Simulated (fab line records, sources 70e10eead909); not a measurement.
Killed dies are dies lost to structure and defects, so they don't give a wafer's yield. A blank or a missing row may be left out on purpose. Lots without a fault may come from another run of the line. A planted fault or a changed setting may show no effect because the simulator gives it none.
Problem report in the 8D (eight disciplines) form, filled by code | flow nand_harc | the parts of the form that need people (team, actions taken, sign-off) are left out

1. THE PROBLEM
VT_DECK1_BOTTOM at NHARC_END_WLT_00 reads a mean of 0.949 on 6 wafers of 2 lots; wafers without a fault read 0.874 with a standard deviation of 0.0087. That is +8.6 standard deviations from the usual mean.
First seen on wafer L814.2, day 31 09:35, on prober-01. The record holds 42 wafers of 14 lots with a number at this step. Rule for "out", or "out of limits": more than 4 standard deviations from the usual mean. The other wafers with a number count as sound.

2. WHAT IT IS AND WHAT IT IS NOT
question                    | is                                                                                                                                                                               | is not
which readings at this step | VT_DECK1_BOTTOM, VT_DECK1_BOTTOM_INNER, VT_DECK1_MEDIAN_NEAR_BOTTOM, VT_DECK1_MEDIAN_NEAR_BOTTOM_INNER, VT_DECK1_MIDDLE, VT_DECK1_MIDDLE_INNER, VT_DECK1_TOP, VT_DECK1_TOP_INNER | VT_DECK2_BOTTOM, VT_DECK2_BOTTOM_INNER, VT_DECK2_MEDIAN_NEAR_BOTTOM, VT_DECK2_MEDIAN_NEAR_BOTTOM_INNER, VT_DECK2_MIDDLE, VT_DECK2_MIDDLE_INNER, VT_DECK2_TOP, VT_DECK2_TOP_INNER
which lots                  | L813, L814                                                                                                                                                                       | L800, L801, L802, L803, L804, L808, L809, L815, L816, L817, L818, L820
which wafers of those lots  | all that have a number                                                                                                                                                           | -
read on which gauges        | prober-01, prober-02                                                                                                                                                             | -
when                        | from day 31 09:35                                                                                                                                                                | up to then (21 sound wafers); but 15 sound wafers of L815, L816, L817, L818, L820 came after

3. SUSPECTS, AND WHAT RULES EACH OUT
Counting: a tool at a process step up to the reading stays a suspect if it ran every lot that is out and no sound lot after the first of them.
- the gauge at NHARC_END_WLT_00: ruled out. The wafers that are out were read on 2 gauges (prober-01, prober-02).
- lpcvd_poly-02 at NHARC_A_CHANNEL_FILL_D1_CVD_18 (deposits poly-Si, target thk 3 nm): kept. It ran every lot that is out, first L813 (day 16 14:44), and no sound lot after that; its last sound lot up to then is L809 (day 14 19:42).
Left after counting: lpcvd_poly-02 at NHARC_A_CHANNEL_FILL_D1_CVD_18.

4. THE CAUSE (what the simulator had put in)
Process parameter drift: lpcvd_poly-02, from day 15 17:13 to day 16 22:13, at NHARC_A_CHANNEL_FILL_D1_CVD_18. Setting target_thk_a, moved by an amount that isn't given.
Counting left only this tool.

5. THE CHAIN OF EFFECTS, in route order
Each row: a reading whose mean over the struck wafers that have a number lies more than 3 standard deviations from the usual. Only readings for which the record gives a usual standard deviation are gone through. hours: the time from each lot's start at the first step in this table that gives one to its start at this step, as a median over the lots. sigmas: the change in usual standard deviations.
hours | step             | reading                           | usual | on struck wafers | change | sigmas
0     | NHARC_END_WLT_00 | VT_DECK1_BOTTOM                   | 0.874 | 0.949            | +0.075 | +8.6
0     | NHARC_END_WLT_00 | VT_DECK1_BOTTOM_INNER             | 0.874 | 0.948            | +0.074 | +8.2
0     | NHARC_END_WLT_00 | VT_DECK1_MEDIAN_NEAR_BOTTOM       | 0.875 | 0.950            | +0.075 | +7.9
0     | NHARC_END_WLT_00 | VT_DECK1_MEDIAN_NEAR_BOTTOM_INNER | 0.874 | 0.951            | +0.077 | +7.7
0     | NHARC_END_WLT_00 | VT_DECK1_MIDDLE                   | 0.887 | 0.963            | +0.076 | +7.6
0     | NHARC_END_WLT_00 | VT_DECK1_MIDDLE_INNER             | 0.887 | 0.964            | +0.077 | +8.3
0     | NHARC_END_WLT_00 | VT_DECK1_TOP                      | 0.899 | 0.984            | +0.085 | +8.4
0     | NHARC_END_WLT_00 | VT_DECK1_TOP_INNER                | 0.899 | 0.979            | +0.080 | +8.5

6. WHAT WOULD HAVE CAUGHT IT SOONER
In this record the first reading out of limits at a measuring or inspecting step was taken at day 31 09:35, 376 hours after the fault began at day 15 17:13.
All the lots that are out (2) had begun NHARC_A_CHANNEL_FILL_D1_CVD_18 on lpcvd_poly-02 by day 31 09:35. A hold on the tool at that time would have spared none of them.
